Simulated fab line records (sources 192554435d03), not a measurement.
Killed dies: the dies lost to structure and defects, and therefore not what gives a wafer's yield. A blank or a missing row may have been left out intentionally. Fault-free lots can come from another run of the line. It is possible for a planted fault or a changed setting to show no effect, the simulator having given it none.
Matching of chambers / flow n5_finfet / N5_HKMG_FIN_ALD_71 on ald_metal-03 has 4 sister chambers
The step deposits TiN, target thk 1 nm, pulse time 1 s, purge time 3 s. 4 wafers are shown with their chamber, then 12 later ones without.

== EACH WAFER AND ITS CHAMBER ==
wafer=L086.6; chamber=0; heater_power_w (W)=905
wafer=L087.1; chamber=1; heater_power_w (W)=928
wafer=L087.2; chamber=2; heater_power_w (W)=816
wafer=L087.3; chamber=3; heater_power_w (W)=827

== WAFERS WITH NO CHAMBER GIVEN ==
wafer=L087.4; heater_power_w (W)=883
wafer=L087.5; heater_power_w (W)=799
wafer=L087.6; heater_power_w (W)=930
wafer=L089.1; heater_power_w (W)=819
wafer=L089.3; heater_power_w (W)=885
wafer=L089.6; heater_power_w (W)=782
wafer=L092.1; heater_power_w (W)=900
wafer=L092.2; heater_power_w (W)=886
wafer=L092.3; heater_power_w (W)=798
wafer=L097.2; heater_power_w (W)=790
wafer=L097.3; heater_power_w (W)=825
wafer=L097.6; heater_power_w (W)=933

== CHAMBER TAKEN BY EACH ==
wafer=L087.4; from the rows above=can't be placed: 0 or 1 or 3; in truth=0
wafer=L087.5; from the rows above=can't be placed: 2 or 3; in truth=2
wafer=L087.6; from the rows above=can't be placed: 1 or 0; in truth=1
wafer=L089.1; from the rows above=can't be placed: 2 or 3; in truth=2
wafer=L089.3; from the rows above=can't be placed: 0 or 1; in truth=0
wafer=L089.6; from the rows above=can't be placed: 2 or 3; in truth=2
wafer=L092.1; from the rows above=can't be placed: 0 or 1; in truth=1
wafer=L092.2; from the rows above=can't be placed: 0 or 1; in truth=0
wafer=L092.3; from the rows above=can't be placed: 2 or 3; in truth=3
wafer=L097.2; from the rows above=can't be placed: 2 or 3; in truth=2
wafer=L097.3; from the rows above=can't be placed: 3 or 2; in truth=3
wafer=L097.6; from the rows above=can't be placed: 1 or 0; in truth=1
0 of 12 placed correctly. From these rows, 12 cannot be placed; in 12 the true chamber is one of the candidates. Wrongly placed: 0.
How it was worked out, from the rows above alone: a wafer's distance from a chamber is the root of the sum, over the readings, of the square of ((its reading less the chamber's mean) divided by the reading's scatter). If the next closest chamber is less than 2 further off than the closest, the wafer can't be placed; otherwise it belongs to the closest. A chamber's mean is the mean of its shown wafers. The scatter: with one shown wafer a chamber, the root of the mean of the squares of how far each hidden wafer lies from its nearest shown one.
